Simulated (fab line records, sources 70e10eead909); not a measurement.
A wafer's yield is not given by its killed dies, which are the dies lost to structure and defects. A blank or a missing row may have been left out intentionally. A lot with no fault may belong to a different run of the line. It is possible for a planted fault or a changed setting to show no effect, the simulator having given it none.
fab line records | flow nand-harc
record: lots: 14 | wafers: 40 | last-day: 33
route steps=1302 shown P_M2@339 P_BONDPAD@351 END@1302
lots that met no fault: taken from a fault-free run of the same line
start-h: the number of hours between the record's first day and the start of the first shown wafer of the lot | wait-h: hours from the lot's prior step to this one | " unchanged from the row above | L1.1+2: one row covering several wafers at once | - either no value or no given start | * or withheld: withheld | < > ~ a bound
route shown NAME@n: NAME is a module with steps in the file, n the number in the route of the first one | usual: mean and standard deviation over wafers with no fault | same: alike in all rows | chamber/n: place in a boat | sites: readings site by site | _std_site: standard deviation across them | _edge_site: mean of outer sites minus mean of inner sites | radius-mm: how far each site lies from the wafer's centre | mask NAME#n: copy n | behind: tool/chamber where the wafer was last shaped | hold: reason for holding the lot/hours on hold/outcome of the hold | device: the n, p or np transistor that did not switch | end of line: the tests these same wafers got at the end of their route | where a step has no rows: the recipe by itself | killed: count of dies lost to structure and defects at first sort (not the wafer's yield) | map: shows each die of a wafer: x if killed, . if not, _ if none is there
set.NAME: setting as actually run; set.NAME@STEP: the setting as run at that earlier step | model.NAME: the simulator's own value behind a step, which no gauge read
route steps across a sampled set of lots; one table per step, one row per wafer
services: when a tool's chamber went out of use (start-h, in hours from the record's first day, below 0 if earlier), for how many hours, and the reason
== steps ==
step: NHARC_P_M2_PRE_CLEAN_30
recipe: time-s: 30 | temp-c: 280 | gas: H2/He
usual: heater-power-w: 441/32
same: time-s: 30
lot.wafer | tool           | chamber | start-h | wait-h | heater-power-w
L877.2    | pvd-sputter-02 | -       | -       | -      | 481
L877.6    | "              | -       | "       | "      | 456
L877.5    | "              | -       | "       | "      | 472
L879.1    | pvd-sputter-03 | -       | -       | -      | 381
L879.4    | "              | -       | "       | "      | 438
L879.6    | "              | -       | "       | "      | 375
L880.4    | pvd-sputter-01 | -       | -       | -      | 448
L880.6    | "              | -       | "       | "      | 467
L880.5    | "              | -       | "       | "      | 452
L881.2    | pvd-sputter-02 | -       | -       | -      | 403
L881.1    | "              | -       | "       | "      | 439
L881.5    | "              | -       | "       | "      | 413
L882.3    | pvd-sputter-03 | -       | -       | -      | 382
L882.2    | "              | -       | "       | "      | 408
L882.6    | "              | -       | "       | "      | 372
L883.4    | pvd-sputter-02 | -       | -       | -      | 450
L883.1    | "              | -       | "       | "      | 458
L883.6    | "              | -       | "       | "      | 465
L884.3    | pvd-sputter-01 | -       | -       | -      | 456
L884.1    | "              | -       | "       | "      | 474
L884.5    | "              | -       | "       | "      | 468
L885.2    | pvd-sputter-03 | -       | -       | -      | 376
L885.1    | "              | -       | "       | "      | 421
L885.4    | "              | -       | "       | "      | 379
L886.3    | pvd-sputter-02 | -       | -       | -      | 451
L886.2    | "              | -       | "       | "      | 462
L886.5    | "              | -       | "       | "      | 410
L888.3    | pvd-sputter-02 | -       | -       | -      | 466
L888.2    | "              | -       | "       | "      | 406
L888.5    | "              | -       | "       | "      | 467
L889.1    | pvd-sputter-03 | -       | -       | -      | 384
L889.3    | "              | -       | "       | "      | 373
L889.6    | "              | -       | "       | "      | 379
L892.3    | pvd-sputter-01 | -       | -       | -      | 452
L892.5    | "              | -       | "       | "      | 426
L893.3    | pvd-sputter-01 | -       | -       | -      | 462
L893.5    | "              | -       | "       | "      | 423
L900.2    | pvd-sputter-02 | -       | -       | -      | 424
L900.4    | "              | -       | "       | "      | 471
L900.6    | "              | -       | "       | "      | 491
step: NHARC_P_M2_CMP_23
recipe: t-overpolish-s: 20 | target-thk-nm: 144.3
usual: motor-current-A: 12.1/1.1 | time-to-endpoint-s: 29/3.1
lot.wafer | tool   | chamber | start-h | wait-h | motor-current-A | time-to-endpoint-s
L877.2    | cmp-03 | 1       | 141.18  | -      | 12.2            | 35
L877.6    | "      | 1       | "       | "      | 12.8            | 32
L877.5    | "      | 2       | "       | "      | 10.7            | 25
L879.1    | cmp-03 | 1       | 160.77  | -      | 12.4            | 31
L879.4    | "      | 2       | "       | "      | 11.0            | 25
L879.6    | "      | 1       | "       | "      | 12.5            | 30
L880.4    | cmp-02 | 0       | 162.81  | -      | 11.7            | 27
L880.5    | "      | 2       | "       | "      | 10.4            | 28
L880.6    | "      | 3       | "       | "      | 12.2            | 27
L881.2    | cmp-03 | 1       | 176.19  | -      | 13.0            | 31
L881.1    | "      | 3       | "       | "      | 13.3            | 28
L881.5    | "      | 0       | "       | "      | 12.2            | 30
L882.3    | cmp-02 | 0       | 182.44  | -      | 11.3            | 25
L882.2    | "      | 1       | "       | "      | 12.5            | 32
L882.6    | "      | 0       | "       | "      | 12.4            | 30
L883.1    | cmp-03 | 1       | 193.52  | -      | 12.2            | 28
L883.4    | "      | 3       | "       | "      | 13.6            | 28
L883.6    | "      | 1       | "       | "      | 12.3            | 29
L884.1    | cmp-03 | 3       | 210.60  | -      | 13.1            | 25
L884.3    | "      | 2       | "       | "      | 11.2            | 22
L884.5    | "      | 3       | "       | "      | 13.0            | 26
L885.2    | cmp-02 | 2       | 211.44  | -      | 11.2            | 26
L885.1    | "      | 3       | "       | "      | 12.3            | 24
L885.4    | "      | 0       | "       | "      | 12.0            | 25
L886.3    | cmp-03 | 3       | 228.29  | -      | 13.4            | 31
L886.2    | "      | 1       | "       | "      | 11.8            | 34
L886.5    | "      | 3       | "       | "      | 13.2            | 33
L888.2    | cmp-04 | 1       | 250.33  | -      | 10.3            | 29
L888.3    | "      | 0       | "       | "      | 11.1            | 28
L888.5    | "      | 1       | "       | "      | 9.8             | 30
L889.3    | cmp-04 | 0       | 256.00  | -      | 12.0            | 28
L889.1    | "      | 1       | "       | "      | 10.3            | 33
L889.6    | "      | 0       | "       | "      | 11.9            | 29
L892.3    | cmp-04 | 1       | 276.29  | -      | 10.6            | 33
L892.5    | "      | 1       | "       | "      | 10.6            | 32
L893.3    | cmp-02 | 0       | 294.85  | -      | 12.3            | 26
L893.5    | "      | 0       | "       | "      | 11.6            | 27
L900.2    | cmp-04 | 0       | 360.55  | -      | 12.0            | 25
L900.4    | "      | 2       | "       | "      | 13.1            | 27
L900.6    | "      | 1       | "       | "      | 10.3            | 29
step: NHARC_P_M2_PRE_CLEAN_32
recipe: time-s: 12 | temp-c: 370 | rf-power-w: 300 | gas: NH3
usual: heater-power-w: 667/81
same: time-s: 12
lot.wafer | tool     | chamber | start-h | wait-h | heater-power-w
L877.2    | pecvd-03 | 0       | 141.73  | 0.1    | 670
L877.6    | "        | 2       | "       | "      | 647
L877.5    | "        | 0       | "       | "      | 676
L879.1    | pecvd-03 | 0       | 161.34  | 0.1    | 596
L879.4    | "        | 1       | "       | "      | 714
L879.6    | "        | 0       | "       | "      | 587
L880.5    | pecvd-03 | 2       | 163.34  | 0.1    | 620
L880.6    | "        | 0       | "       | "      | 696
L880.4    | "        | 1       | "       | "      | 702
L881.1    | pecvd-03 | 1       | 176.69  | 0.1    | 599
L881.2    | "        | 0       | "       | "      | 637
L881.5    | "        | 2       | "       | "      | 694
L882.2    | pecvd-03 | 0       | 182.95  | 0.1    | 641
L882.3    | "        | 2       | "       | "      | 649
L882.6    | "        | 2       | "       | "      | 662
L883.1    | pecvd-02 | 2       | 194.05  | 0.1    | 722
L883.4    | "        | 2       | "       | "      | 731
L883.6    | "        | 0       | "       | "      | 544
L884.1    | pecvd-02 | 2       | 211.14  | 0.1    | 752
L884.3    | "        | 0       | "       | "      | 606
L884.5    | "        | 0       | "       | "      | 591
L885.1    | pecvd-02 | 2       | 211.99  | 0.1    | 796
L885.2    | "        | 0       | "       | "      | 558
L885.4    | "        | 2       | "       | "      | 794
L886.2    | pecvd-02 | 1       | 228.83  | 0.1    | 762
L886.3    | "        | 2       | "       | "      | 840
L886.5    | "        | 0       | "       | "      | 619
L888.3    | pecvd-04 | 0       | 250.87  | 0.1    | 619
L888.2    | "        | 1       | "       | "      | 499
L888.5    | "        | 1       | "       | "      | 492
L889.1    | pecvd-02 | 2       | 256.54  | 0.1    | 726
L889.3    | "        | 1       | "       | "      | 769
L889.6    | "        | 1       | "       | "      | 741
L892.3    | pecvd-02 | 0       | 276.91  | 0.2    | 620
L892.5    | "        | 0       | "       | "      | 612
L893.3    | pecvd-04 | 2       | 295.39  | 0.1    | 781
L893.5    | "        | 1       | "       | "      | 582
L900.2    | pecvd-03 | 1       | 361.11  | 0.1    | 655
L900.6    | "        | 0       | "       | "      | 570
L900.4    | "        | 1       | "       | "      | 664
step: NHARC_P_BONDPAD_DEP_00
recipe: target-thk-a: 2500 | temp-c: 370 | target-thk-nm: 250 | pressure-torr: 3 | flow-sccm: 200 | rf-w: 450 | material: SiCN
usual: chamber-pressure-Torr: 2.999/0.0063 | heater-power-w: 603/83
lot.wafer | tool     | chamber | start-h | wait-h | chamber-pressure-Torr | heater-power-w
L877.2    | pecvd-02 | 2       | 142.26  | -      | 2.990                 | 770
L877.6    | "        | 2       | "       | "      | 2.992                 | 786
L877.5    | "        | 0       | "       | "      | 2.991                 | 491
L879.1    | pecvd-04 | 1       | 161.80  | -      | 2.986                 | 456
L879.4    | "        | 2       | "       | "      | 2.998                 | 672
L879.6    | "        | 0       | "       | "      | 3.000                 | 650
L880.4    | pecvd-04 | 2       | 163.93  | -      | 3.005                 | 632
L880.6    | "        | 0       | "       | "      | 2.992                 | 655
L880.5    | "        | 1       | "       | "      | 3.011                 | 558
L881.1    | pecvd-04 | 0       | 177.23  | -      | 2.990                 | 620
L881.2    | "        | 1       | "       | "      | 3.001                 | 473
L881.5    | "        | 2       | "       | "      | 3.000                 | 705
L882.3    | pecvd-02 | 0       | 183.49  | -      | 3.003                 | 530
L882.2    | "        | 1       | "       | "      | 2.993                 | 625
L882.6    | "        | 0       | "       | "      | 3.002                 | 546
L883.1    | pecvd-04 | 0       | 194.62  | -      | 3.000                 | 560
L883.4    | "        | 1       | "       | "      | 3.003                 | 430
L883.6    | "        | 2       | "       | "      | 2.990                 | 667
L884.1    | pecvd-03 | 1       | 211.67  | -      | 2.996                 | 612
L884.3    | "        | 2       | "       | "      | 2.997                 | 543
L884.5    | "        | 0       | "       | "      | 3.007                 | 589
L885.2    | pecvd-04 | 1       | 212.47  | -      | 3.011                 | 431
L885.1    | "        | 0       | "       | "      | 2.999                 | 678
L885.4    | "        | 1       | "       | "      | 2.999                 | 439
L886.3    | pecvd-02 | 2       | 229.35  | -      | 2.999                 | 747
L886.2    | "        | 0       | "       | "      | 3.005                 | 537
L886.5    | "        | 2       | "       | "      | 3.004                 | 764
L888.3    | pecvd-03 | 2       | 251.41  | -      | 3.000                 | 589
L888.2    | "        | 0       | "       | "      | 3.002                 | 524
L888.5    | "        | 2       | "       | "      | 2.985                 | 592
L889.3    | pecvd-04 | 2       | 257.03  | -      | 2.999                 | 747
L889.1    | "        | 0       | "       | "      | 2.993                 | 684
L889.6    | "        | 0       | "       | "      | 2.992                 | 553
L892.3    | pecvd-03 | 0       | 277.60  | 0.4    | 3.002                 | 543
L892.5    | "        | 2       | "       | "      | 3.007                 | 536
L893.3    | pecvd-03 | 1       | 296.04  | -      | 3.010                 | 561
L893.5    | "        | 2       | "       | "      | 3.005                 | 523
L900.2    | pecvd-02 | 2       | 361.63  | -      | 3.006                 | 647
L900.6    | "        | 1       | "       | "      | 2.997                 | 738
L900.4    | "        | 2       | "       | "      | 2.998                 | 677
step: NHARC_P_BONDPAD_THK_MEAS_33
recipe: thk-meas-gauge: ellipsometry
usual: thk-nm: 199.9/1.5
lot.wafer | tool          | chamber | start-h | wait-h | thk-nm
L877.2    | film-metro-02 | -       | 142.88  | 0.2    | 202.1
L877.5    | "             | -       | "       | "      | 199.7
L877.6    | "             | -       | "       | "      | 200.1
L879.1    | film-metro-01 | -       | 162.46  | 0.2    | 200.2
L879.4    | "             | -       | "       | "      | 200.2
L879.6    | "             | -       | "       | "      | 200.4
L880.4    | film-metro-01 | -       | 164.45  | 0.2    | 198.2
L880.5    | "             | -       | "       | "      | 199.2
L880.6    | "             | -       | "       | "      | 199.3
L881.1    | film-metro-01 | -       | 177.84  | 0.1    | 200.1
L881.2    | "             | -       | "       | "      | 201.8
L881.5    | "             | -       | "       | "      | 200.8
L882.2    | film-metro-02 | -       | 184.10  | 0.2    | 200.0
L882.3    | "             | -       | "       | "      | 201.1
L882.6    | "             | -       | "       | "      | 199.6
L883.1    | film-metro-01 | -       | 195.18  | 0.1    | 200.2
L883.4    | "             | -       | "       | "      | 198.9
L883.6    | "             | -       | "       | "      | 200.4
L884.1    | film-metro-02 | -       | 212.28  | 0.2    | 199.5
L884.3    | "             | -       | "       | "      | 201.0
L884.5    | "             | -       | "       | "      | 199.4
L885.1    | film-metro-02 | -       | 213.13  | 0.2    | 200.2
L885.2    | "             | -       | "       | "      | 200.1
L885.4    | "             | -       | "       | "      | 198.3
L886.2    | film-metro-01 | -       | 229.96  | 0.2    | 199.1
L886.3    | "             | -       | "       | "      | 199.3
L886.5    | "             | -       | "       | "      | 199.1
L888.2    | film-metro-02 | -       | 252.02  | 0.2    | 198.6
L888.3    | "             | -       | "       | "      | 201.0
L888.5    | "             | -       | "       | "      | 197.3
L889.1    | film-metro-01 | -       | 257.69  | 0.2    | 199.8
L889.3    | "             | -       | "       | "      | 197.8
L889.6    | "             | -       | "       | "      | 199.1
L892.3    | film-metro-02 | -       | 278.18  | 0.2    | 186.0
L892.5    | "             | -       | "       | "      | 190.3
L893.3    | film-metro-01 | -       | 296.60  | 0.2    | 185.0
L893.5    | "             | -       | "       | "      | 190.4
L900.2    | film-metro-02 | -       | 362.25  | 0.2    | 199.8
L900.4    | "             | -       | "       | "      | 201.4
L900.6    | "             | -       | "       | "      | 200.5
step: NHARC_END_SORT_01
recipe: temp-c: 25
usual: defect-limited-yield: 91/3 | killed-at-array: 59/20 | killed-at-other: 0.8/1 | killed-at-periphery: 3.2/2.1 | killed-dies: 63/21 | killed-open: 3.0/1.9 | killed-short: 2.3/1.5
same: gross-dies: 677
lot.wafer | tool      | chamber | start-h | wait-h | defect-limited-yield[%] | killed-at-array | killed-at-other | killed-at-periphery | killed-dies | killed-open | killed-short
L883.1    | prober-01 | 0       | 637.49  | 2.5    | 91                      | 59              | 0               | 2                   | 61          | 3           | 2
L883.4    | prober-01 | 0       | 639.88  | 3.4    | 90                      | 68              | 0               | 1                   | 69          | 1           | 1
L883.6    | prober-01 | 0       | 641.47  | 4.0    | 89                      | 74              | 0               | 3                   | 77          | 3           | 4
L889.1    | prober-01 | 0       | 678.09  | 2.5    | 84                      | 103             | 1               | 1                   | 105         | 1           | 1
L889.3    | prober-01 | 0       | 679.69  | 3.1    | 86                      | 93              | 0               | 0                   | 93          | 2           | 1
L889.6    | prober-01 | 0       | 682.08  | 4.0    | 87                      | 85              | 0               | 3                   | 88          | 5           | 2
killed by level:class
L883.1 A_SLIT:chamber-film-flake=28 A_CHANNEL_HOLE_D2:chamber-film-flake=9 A_CONTACT:chamber-film-flake=4 A_CHANNEL_HOLE_D1:chamber-film-flake=3 A_DECK1_JOINT:chamber-film-flake=3 A_SGD_CUT:chamber-film-flake=3 A_STAIRCASE:chamber-film-flake=2 A_WL_FILL:chamber-film-flake=2
L883.4 A_SLIT:chamber-film-flake=37 A_CHANNEL_HOLE_D2:chamber-film-flake=14 A_CONTACT:chamber-film-flake=6 A_DECK1_JOINT:chamber-film-flake=3 A_WL_FILL:chamber-film-flake=2 A_BLC:geometric-particle:open=1 A_M0:geometric-particle:short=1 P_GATE:chamber-film-flake=1
L883.6 A_SLIT:chamber-film-flake=37 A_CONTACT:chamber-film-flake=13 A_CHANNEL_HOLE_D2:chamber-film-flake=10 A_STAIRCASE:chamber-film-flake=4 A_ONON_D2:geometric-particle:short=2 A_CHANNEL_HOLE_D1:chamber-film-flake=2 P_CONTACT:geometric-particle:open=1 P_M0:geometric-particle:open=1
L889.1 A_CHANNEL_HOLE_D1:chamber-film-flake=28 A_SLIT:chamber-film-flake=28 A_CHANNEL_HOLE_D2:chamber-film-flake=18 A_STAIRCASE:chamber-film-flake=12 A_CONTACT:chamber-film-flake=7 A_SGD_CUT:chamber-film-flake=4 A_M1:chamber-film-flake=3 A_ZERO_WELL:chamber-film-flake=2
L889.3 A_CHANNEL_HOLE_D1:chamber-film-flake=29 A_SLIT:chamber-film-flake=25 A_CHANNEL_HOLE_D2:chamber-film-flake=14 A_STAIRCASE:chamber-film-flake=7 A_CONTACT:chamber-film-flake=6 A_SGD_CUT:chamber-film-flake=3 A_M1:chamber-film-flake=3 A_CHANNEL_FILL_D2:chamber-film-flake=2
L889.6 A_CHANNEL_HOLE_D1:chamber-film-flake=30 A_SLIT:chamber-film-flake=24 A_CHANNEL_HOLE_D2:chamber-film-flake=6 A_STAIRCASE:chamber-film-flake=6 A_CONTACT:chamber-film-flake=5 A_DECK1_JOINT:geometric-particle:open=3 A_CHANNEL_FILL_D2:chamber-film-flake=3 A_SGD_CUT:chamber-film-flake=3
== services ==
tool           | chamber | start-h | hours | kind
cmp-03         | -       | 126.32  | 1.5   | repair
cmp-02         | -       | 134.50  | 4.0   | pm
cmp-03         | -       | 148.25  | 2.8   | repair
cmp-03         | -       | 162.00  | 4.0   | pm
pvd-sputter-03 | -       | 170.00  | 10.0  | pm
cmp-04         | -       | 175.51  | 2.2   | repair
cmp-03         | -       | 176.68  | 0.5   | repair
cmp-03         | -       | 182.11  | 1.8   | repair
pecvd-03       | -       | 185.04  | 13.0  | pm
cmp-02         | -       | 186.69  | 2.6   | repair
pvd-sputter-03 | -       | 201.81  | 5.6   | repair
cmp-04         | -       | 210.03  | 4.0   | pm
cmp-02         | -       | 232.50  | 4.0   | pm
pecvd-02       | -       | 235.97  | 13.0  | pm
pecvd-03       | -       | 242.89  | 1.2   | repair
cmp-03         | -       | 260.00  | 4.0   | pm
pecvd-04       | -       | 269.00  | 13.0  | pm
cmp-03         | -       | 269.76  | 1.7   | repair
cmp-04         | -       | 278.65  | 2.7   | repair
pvd-sputter-02 | -       | 285.98  | 10.0  | pm
pecvd-02       | 2       | 286.40  | 31.1  | repair
pecvd-04       | 2       | 298.47  | 13.5  | repair
pvd-sputter-03 | -       | 348.00  | 10.0  | pm
cmp-03         | -       | 358.00  | 4.0   | pm
== key ==
first-sign: step: NHARC_P_BONDPAD_THK_MEAS_33 | reading: thk-nm | direction: down | sigmas: 7.9 | usual: 199.9 | struck: 187.9
effect none on later readings
met-at NHARC_P_BONDPAD_DEP_00
struck-lots L892,L893
struck-wafers L892.3,L892.5,L893.3,L893.5
not-acting-at NHARC_P_M2_PRE_CLEAN_30,NHARC_P_M2_CMP_23,NHARC_P_M2_PRE_CLEAN_32
onset-between 251.41 277.60
fault: kind: process-parameter-drift | tool: pecvd-03 | chamber: - | onset-h: 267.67 | steps: NHARC_P_BONDPAD_DEP_00 | channel: target-thk-nm | offset: -61.529 | shape: step | end-h: 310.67 | scope: struck-wafers-only | acts-in: these-recipes-only | stated: 250
